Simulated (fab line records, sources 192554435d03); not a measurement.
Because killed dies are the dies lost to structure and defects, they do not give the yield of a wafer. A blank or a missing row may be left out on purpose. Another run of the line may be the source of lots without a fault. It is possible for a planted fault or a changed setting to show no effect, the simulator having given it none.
fab line records ; flow n5_finfet
[record] lots = 7; wafers = 39
route steps=1938 shown BEOL_M13@1696
start_h: hours from the record's opening day to when the first of the lot's shown wafers began ; wait_h: hours from the lot's prior step to this one ; " as in the row above ; L1.1+2: several wafers, shown together as one row ; - no value, or no start given ; * or withheld: withheld ; < > ~ a bound
route shown NAME@n: names a module that has steps shown in the file, with the first one's number in the route ; usual: mean and standard deviation over wafers with no fault ; same: alike in all rows ; chamber/n: place in a boat ; sites: the reading at each site ; _std_site: the values' standard deviation ; _edge_site: inner sites' mean taken away from outer sites' mean ; radius_mm: how far each site lies from the wafer's centre ; mask NAME#n: copy n ; behind: tool/chamber where the wafer was last shaped ; hold: the reason the lot was held/the length of the hold in hours/how it ended ; device: transistor that didn't switch, given as n, p or np ; end of line: tests of these same wafers at the route's end ; a step with no rows: only its recipe ; killed: dies lost to structure and defects at the first sort, not the wafer's yield ; map: a wafer's dies, marking killed ones x, the rest . and places with no die _
set.NAME: the setting as run; set.NAME@STEP: as run at that earlier step ; model.NAME: the simulator's own value behind a step, which no gauge read
lots run with intentionally changed settings; tables by step, rows by wafer
[[steps]]
[step N5_BEOL_M13_TRENCH_ETCH_34]
[recipe] chemistry = C4F8/O2/Ar; target = SiOC; target_depth_a = 4134.7; mask_material = SOC; pressure_mtorr = 30; source_w = 3000; bias_w = 700; Ar_flow_sccm = 400; C4F8_flow_sccm = 15; O2_flow_sccm = 8; he_inner_torr = 15; he_outer_torr = 30; time_s = 162.6; ion_energy_ev = 250
lot.wafer;tool;chamber;start_h;wait_h;set.target_depth_a;model.etch.depth_nm
L074.1;rie_diel-01;2;225.57;0.0;4134.7;395.2
L074.2;rie_diel-01;0;225.57;0.0;2630;257.6
L074.3;rie_diel-01;1;225.57;0.0;2630;254.8
L074.4;rie_diel-01;1;225.57;0.0;4134.7;403.4
L074.5;rie_diel-01;0;225.57;0.0;4134.7;407.5
L074.6;rie_diel-01;2;225.57;0.0;2630;250.6
L075.1;rie_diel-05;0;232.70;0.0;4134.7;414.2
L075.3;rie_diel-05;1;232.70;0.0;4134.7;410.5
L075.4;rie_diel-05;3;232.70;0.0;4134.7;411.5
L080.1;rie_diel-01;0;253.10;0.0;4134.7;413.9
L080.2;rie_diel-01;3;253.10;0.0;4134.7;398.3
L080.3;rie_diel-01;1;253.10;0.0;4134.7;413
L080.4;rie_diel-01;2;253.10;0.0;4134.7;415.2
L080.5;rie_diel-01;1;253.10;0.0;4134.7;410.4
L080.6;rie_diel-01;0;253.10;0.0;4134.7;408.5
L078.1;rie_diel-01;1;261.36;0.0;2550;255.8
L078.2;rie_diel-01;2;261.36;0.0;4134.7;412.9
L078.3;rie_diel-01;0;261.36;0.0;4134.7;414.8
L078.4;rie_diel-01;3;261.36;0.0;2550;248.6
L078.5;rie_diel-01;2;261.36;0.0;4134.7;414.6
L078.6;rie_diel-01;1;261.36;0.0;2550;254
L082.1;rie_diel-05;1;278.02;0.0;6108;608.7
L082.2;rie_diel-05;2;278.02;0.0;4134.7;409.9
L082.3;rie_diel-05;3;278.02;0.0;6108;595.2
L082.4;rie_diel-05;0;278.02;0.0;4134.7;409.8
L082.5;rie_diel-05;1;278.02;0.0;4134.7;406.4
L082.6;rie_diel-05;0;278.02;0.0;6108;612.5
L091.1;rie_diel-05;1;317.19;0.0;4134.7;414.5
L091.2;rie_diel-05;2;317.19;0.0;2399;238.9
L091.3;rie_diel-05;0;317.19;0.0;4134.7;412.6
L091.4;rie_diel-05;0;317.19;0.0;2399;237.7
L091.5;rie_diel-05;1;317.19;0.0;4134.7;411.3
L091.6;rie_diel-05;2;317.19;0.0;2399;238
L094.1;rie_diel-03;3;332.15;0.0;2237;224
L094.2;rie_diel-03;0;332.15;0.0;2237;218.6
L094.3;rie_diel-03;2;332.15;0.0;2237;222.8
L094.4;rie_diel-03;1;332.15;0.0;4134.7;410.8
L094.5;rie_diel-03;2;332.15;0.0;4134.7;411.5
L094.6;rie_diel-03;3;332.15;0.0;4134.7;418.9
[step N5_BEOL_M13_STRIP_70]
[recipe] chemistry = C4F8/O2/Ar; resist = SiARC; rf_frequency_hz = 6e+07
[step N5_BEOL_M13_OCD_MEAS_35]
[usual] trench_depth_nm = 411/5.3
lot.wafer;tool;chamber;start_h;wait_h;set.target_depth_a@BEOL_M13_TRENCH_ETCH_34;trench_depth_nm
L074.1;ocd-02;-;225.74;0.0;4134.7;395
L074.2;ocd-02;-;225.74;0.0;2630;258
L074.3;ocd-02;-;225.74;0.0;2630;255
L074.4;ocd-02;-;225.74;0.0;4134.7;404
L074.5;ocd-02;-;225.74;0.0;4134.7;408
L074.6;ocd-02;-;225.74;0.0;2630;251
L075.1;ocd-01;-;232.87;0.0;4134.7;414
L075.3;ocd-01;-;232.87;0.0;4134.7;411
L075.4;ocd-01;-;232.87;0.0;4134.7;412
L080.1;ocd-02;-;253.27;0.0;4134.7;414
L080.2;ocd-02;-;253.27;0.0;4134.7;398
L080.3;ocd-02;-;253.27;0.0;4134.7;413
L080.4;ocd-02;-;253.27;0.0;4134.7;415
L080.5;ocd-02;-;253.27;0.0;4134.7;410
L080.6;ocd-02;-;253.27;0.0;4134.7;409
L078.1;ocd-01;-;261.54;0.0;2550;256
L078.2;ocd-01;-;261.54;0.0;4134.7;413
L078.3;ocd-01;-;261.54;0.0;4134.7;414
L078.4;ocd-01;-;261.54;0.0;2550;249
L078.5;ocd-01;-;261.54;0.0;4134.7;414
L078.6;ocd-01;-;261.54;0.0;2550;253
L082.1;ocd-01;-;278.20;0.0;6108;609
L082.2;ocd-01;-;278.20;0.0;4134.7;410
L082.3;ocd-01;-;278.20;0.0;6108;595
L082.4;ocd-01;-;278.20;0.0;4134.7;410
L082.5;ocd-01;-;278.20;0.0;4134.7;406
L082.6;ocd-01;-;278.20;0.0;6108;613
L091.1;ocd-01;-;317.36;0.0;4134.7;415
L091.2;ocd-01;-;317.36;0.0;2399;239
L091.3;ocd-01;-;317.36;0.0;4134.7;413
L091.4;ocd-01;-;317.36;0.0;2399;238
L091.5;ocd-01;-;317.36;0.0;4134.7;412
L091.6;ocd-01;-;317.36;0.0;2399;238
L094.1;ocd-01;-;332.32;0.0;2237;224
L094.2;ocd-01;-;332.32;0.0;2237;219
L094.3;ocd-01;-;332.32;0.0;2237;223
L094.4;ocd-01;-;332.32;0.0;4134.7;411
L094.5;ocd-01;-;332.32;0.0;4134.7;412
L094.6;ocd-01;-;332.32;0.0;4134.7;420
[step N5_BEOL_M13_STRIP_37]
[recipe] chemistry = N2/H2; power_w = 1000; temp_c = 250; h2_frac = 0.65; overash_fraction = 0.3; pressure_mtorr = withheld; n2_flow_sccm = 1750; h2_flow_sccm = 3250
[step N5_BEOL_M13_ETCH_38]
[recipe] chemistry = CF4/N2; target = SiCN; target_depth_a = 675; taper_deg = 2; time_s = 71.9; ion_energy_ev = 150; mask_material = SiO2; pressure_mtorr = 40; source_w = 430; bias_w = 70; Ar_flow_sccm = 100; cf4_flow_sccm = 60; n2_flow_sccm = 60
[step N5_BEOL_M13_ECD_47]
[recipe] material = Cu; target_thk_a = 9360
[step N5_BEOL_M13_ANNEAL_48]
[recipe] temp_c = 225; time_s = 90; ambient = N2
[step N5_BEOL_M13_CMP_49]
[recipe] stop_on = SiOC; t_overpolish_s = 17.1; down_force_psi = 1; platen_rpm = 50; clearing_platen_down_force_psi = 1.5; clearing_platen_rpm = 50; post_cmp_clean = cu_alkaline; target_thk_nm = 420; clearing_platen_pad_velocity_m_s = 0.99484; pad_velocity_m_s = 0.99484
lot.wafer;tool;chamber;start_h;wait_h;set.target_depth_a@BEOL_M13_TRENCH_ETCH_34;model.Cu_of_BEOL_M13_ECD_47.thk_nm
L074.1;cmp-01;1;226.91;0.3;4134.7;399.6
L074.4;cmp-01;2;226.91;0.3;4134.7;410.4
L074.3;cmp-01;3;226.91;0.3;2630;260.8
L074.2;cmp-01;0;226.91;0.3;2630;262.2
L074.6;cmp-01;1;226.91;0.3;2630;255.4
L074.5;cmp-01;2;226.91;0.3;4134.7;415.8
L075.3;cmp-04;1;234.79;0.2;4134.7;416.6
L075.4;cmp-04;2;234.79;0.2;4134.7;416
L075.1;cmp-04;3;234.79;0.2;4134.7;419.6
L080.3;cmp-01;0;256.65;0.2;4134.7;418.6
L080.4;cmp-01;1;256.65;0.2;4134.7;419.4
L080.1;cmp-01;2;256.65;0.2;4134.7;420.8
L080.2;cmp-01;3;256.65;0.2;4134.7;403.8
L080.6;cmp-01;0;256.65;0.2;4134.7;412.6
L080.5;cmp-01;1;256.65;0.2;4134.7;414.8
L078.3;cmp-04;3;264.47;0.2;4134.7;420.8
L078.4;cmp-04;0;264.47;0.2;2550;253.4
L078.2;cmp-04;1;264.47;0.2;4134.7;418.2
L078.1;cmp-04;2;264.47;0.2;2550;260.2
L078.6;cmp-04;3;264.47;0.2;2550;259.8
L078.5;cmp-04;0;264.47;0.2;4134.7;419
L082.4;cmp-02;2;279.54;0.1;4134.7;416.4
L082.2;cmp-02;3;279.54;0.1;4134.7;417.2
L082.3;cmp-02;0;279.54;0.1;6108;601.8
L082.1;cmp-02;1;279.54;0.1;6108;614.2
L082.6;cmp-02;2;279.54;0.1;6108;618.8
L082.5;cmp-02;3;279.54;0.1;4134.7;414.8
L091.4;cmp-04;3;323.54;0.1;2399;243
L091.1;cmp-04;0;323.54;0.1;4134.7;419.2
L091.3;cmp-04;1;323.54;0.1;4134.7;417.8
L091.2;cmp-04;2;323.54;0.1;2399;244.6
L091.5;cmp-04;3;323.54;0.1;4134.7;416.6
L091.6;cmp-04;0;323.54;0.1;2399;243.6
L094.2;cmp-04;3;334.57;0.2;2237;223.8
L094.1;cmp-04;0;334.57;0.2;2237;229.2
L094.4+5;cmp-04;1,0;334.57;0.2;4134.7;417.4
L094.3;cmp-04;2;334.57;0.2;2237;229.4
L094.6;cmp-04;3;334.57;0.2;4134.7;423.4
[step N5_BEOL_M13_THK_MEAS_50]
[recipe] thk_meas_gauge = xrf; reads = Cu_of_BEOL_M13_ECD_47
[usual] M13_THK = 421/5.8
lot.wafer;tool;chamber;start_h;wait_h;set.target_depth_a@BEOL_M13_TRENCH_ETCH_34;M13_THK[nm]
L074.1;film_metro-01;-;227.20;-;4134.7;404
L074.2;film_metro-01;-;227.20;-;2630;264
L074.3;film_metro-01;-;227.20;-;2630;262
L074.4;film_metro-01;-;227.20;-;4134.7;413
L074.5;film_metro-01;-;227.20;-;4134.7;419
L074.6;film_metro-01;-;227.20;-;2630;256
L075.1;film_metro-02;-;235.09;-;4134.7;428
L075.3;film_metro-02;-;235.09;-;4134.7;424
L075.4;film_metro-02;-;235.09;-;4134.7;425
L080.1;film_metro-01;-;256.95;-;4134.7;421
L080.2;film_metro-01;-;256.95;-;4134.7;407
L080.3;film_metro-01;-;256.95;-;4134.7;420
L080.4;film_metro-01;-;256.95;-;4134.7;420
L080.5;film_metro-01;-;256.95;-;4134.7;416
L080.6;film_metro-01;-;256.95;-;4134.7;414
L078.1;film_metro-02;-;264.77;-;2550;261
L078.2;film_metro-02;-;264.77;-;4134.7;423
L078.3;film_metro-02;-;264.77;-;4134.7;424
L078.4;film_metro-02;-;264.77;-;2550;257
L078.5;film_metro-02;-;264.77;-;4134.7;421
L078.6;film_metro-02;-;264.77;-;2550;262
L082.1;film_metro-01;-;279.83;-;6108;624
L082.2;film_metro-01;-;279.83;-;4134.7;423
L082.3;film_metro-01;-;279.83;-;6108;609
L082.4;film_metro-01;-;279.83;-;4134.7;421
L082.5;film_metro-01;-;279.83;-;4134.7;420
L082.6;film_metro-01;-;279.83;-;6108;630
L091.1;film_metro-02;-;323.83;-;4134.7;426
L091.2;film_metro-02;-;323.83;-;2399;248
L091.3;film_metro-02;-;323.83;-;4134.7;424
L091.4;film_metro-02;-;323.83;-;2399;246
L091.5;film_metro-02;-;323.83;-;4134.7;423
L091.6;film_metro-02;-;323.83;-;2399;246
L094.1;film_metro-02;-;334.86;-;2237;231
L094.2;film_metro-02;-;334.86;-;2237;226
L094.3;film_metro-02;-;334.86;-;2237;233
L094.4;film_metro-02;-;334.86;-;4134.7;424
L094.5;film_metro-02;-;334.86;-;4134.7;423
L094.6;film_metro-02;-;334.86;-;4134.7;428
[step N5_BEOL_M13_PRE_CLEAN_52]
[recipe] gas = NH3; time_s = 15; temp_c = withheld; rf_power_w = 300
[step N5_BEOL_M13_DEP_53]
[recipe] material = SiCN; target_thk_a = 500; temp_c = withheld; precursor = 3MS/NH3; pressure_torr = 3; rf_w = 675; time_s = 17.8
[step N5_BEOL_M13_RS_MEAS_54]
[recipe] thk_meas_gauge = four-point-probe; reads = Cu_of_BEOL_M13_ECD_47+Ta_of_BEOL_M13_SPUTTER_44+TaN_of_BEOL_M13_SPUTTER_43
[usual] M13_RS = 0.0454/0.00063
lot.wafer;tool;chamber;start_h;wait_h;set.target_depth_a@BEOL_M13_TRENCH_ETCH_34;M13_RS[ohm/sq]
L074.1;film_metro-02;-;227.33;0.0;4134.7;0.0475
L074.2;film_metro-02;-;227.33;0.0;2630;0.0735
L074.3;film_metro-02;-;227.33;0.0;2630;0.0740
L074.4;film_metro-02;-;227.33;0.0;4134.7;0.0461
L074.5;film_metro-02;-;227.33;0.0;4134.7;0.0455
L074.6;film_metro-02;-;227.33;0.0;2630;0.0755
L075.1;film_metro-01;-;235.22;0.0;4134.7;0.0450
L075.3;film_metro-01;-;235.22;0.0;4134.7;0.0453
L075.4;film_metro-01;-;235.22;0.0;4134.7;0.0454
L080.1;film_metro-02;-;257.08;0.0;4134.7;0.0449
L080.2;film_metro-02;-;257.08;0.0;4134.7;0.0470
L080.3;film_metro-02;-;257.08;0.0;4134.7;0.0453
L080.4;film_metro-02;-;257.08;0.0;4134.7;0.0451
L080.5;film_metro-02;-;257.08;0.0;4134.7;0.0455
L080.6;film_metro-02;-;257.08;0.0;4134.7;0.0459
L078.1;film_metro-02;-;264.90;0.0;2550;0.0742
L078.2;film_metro-02;-;264.90;0.0;4134.7;0.0452
L078.3;film_metro-02;-;264.90;0.0;4134.7;0.0448
L078.4;film_metro-02;-;264.90;0.0;2550;0.0764
L078.5;film_metro-02;-;264.90;0.0;4134.7;0.0451
L078.6;film_metro-02;-;264.90;0.0;2550;0.0743
L082.1;film_metro-01;-;279.96;0.0;6108;0.0305
L082.2;film_metro-01;-;279.96;0.0;4134.7;0.0453
L082.3;film_metro-01;-;279.96;0.0;6108;0.0311
L082.4;film_metro-01;-;279.96;0.0;4134.7;0.0454
L082.5;film_metro-01;-;279.96;0.0;4134.7;0.0455
L082.6;film_metro-01;-;279.96;0.0;6108;0.0302
L091.1;film_metro-02;-;323.99;0.1;4134.7;0.0451
L091.2;film_metro-02;-;323.99;0.1;2399;0.0793
L091.3;film_metro-02;-;323.99;0.1;4134.7;0.0453
L091.4;film_metro-02;-;323.99;0.1;2399;0.0797
L091.5;film_metro-02;-;323.99;0.1;4134.7;0.0453
L091.6;film_metro-02;-;323.99;0.1;2399;0.0795
L094.1;film_metro-01;-;334.99;0.0;2237;0.0847
L094.2;film_metro-01;-;334.99;0.0;2237;0.0868
L094.3;film_metro-01;-;334.99;0.0;2237;0.0847
L094.4;film_metro-01;-;334.99;0.0;4134.7;0.0452
L094.5;film_metro-01;-;334.99;0.0;4134.7;0.0453
L094.6;film_metro-01;-;334.99;0.0;4134.7;0.0445
[[key]]
[split] step = N5_BEOL_M13_TRENCH_ETCH_34; setting = target_depth_a; stated = 4134.7; by = wafer
[response] step = N5_BEOL_M13_TRENCH_ETCH_34; reading = model.etch.depth_nm; change = +4.15; per = 1%; r = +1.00
[response] step = N5_BEOL_M13_OCD_MEAS_35; reading = trench_depth_nm; change = +4.16; per = 1%; r = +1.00
[response] step = N5_BEOL_M13_CMP_49; reading = model.Cu_of_BEOL_M13_ECD_47.thk_nm; change = +4.15; per = 1%; r = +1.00
[response] step = N5_BEOL_M13_THK_MEAS_50; reading = M13_THK; change = +4.22; per = 1%; r = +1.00
[response] step = N5_BEOL_M13_RS_MEAS_54; reading = M13_RS; shape = bent; at_lowest = 0.0854; at_stated = 0.0454; at_highest = 0.0306
